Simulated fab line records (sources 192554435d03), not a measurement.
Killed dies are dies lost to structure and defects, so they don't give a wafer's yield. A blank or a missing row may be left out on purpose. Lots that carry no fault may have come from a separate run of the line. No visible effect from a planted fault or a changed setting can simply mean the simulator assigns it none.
Matching of chambers -- flow n5_finfet -- N5_FIN_CUT_STRIP_24 on rie_diel-02: 4 sister chambers
The step strips in CF4. 4 wafers are shown with their chamber, then 11 later ones without.

WAFERS, EACH WITH ITS CHAMBER
wafer,chamber,showerhead_plenum_p_Torr (Torr)
L083.5,3,1.76
L084.1,1,1.73
L084.5,0,1.82
L087.1,2,1.90

WAFERS WITH NO CHAMBER GIVEN
wafer,showerhead_plenum_p_Torr (Torr)
L087.4,1.82
L087.6,1.90
L088.1,1.90
L088.4,1.76
L088.5,1.82
L091.1,1.82
L091.3,1.89
L091.6,1.72
L097.1,1.81
L097.2,1.72
L097.3,1.75

THE CHAMBER EACH PASSED THROUGH
wafer,from the rows above,in truth
L087.4,0,0
L087.6,2,2
L088.1,2,2
L088.4,3,3
L088.5,0,0
L091.1,0,0
L091.3,2,2
L091.6,1,1
L097.1,0,0
L097.2,1,1
L097.3,can't be placed: 3 or 1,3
Placed correctly: 10 of 11. From these rows, 1 cannot be placed; in 1 the true chamber is one of the candidates. 0 placed wrongly.
How it was worked out, from the rows above alone: a wafer's distance from a chamber is the root of the sum, over the readings, of the square of ((its reading less the chamber's mean) divided by the reading's scatter). If the next closest chamber is less than 2 further off than the closest, the wafer can't be placed; otherwise it belongs to the closest. A chamber's mean is the mean of its shown wafers. The scatter: root of mean squared gap, hidden wafer to nearest shown wafer, with one shown wafer a chamber.
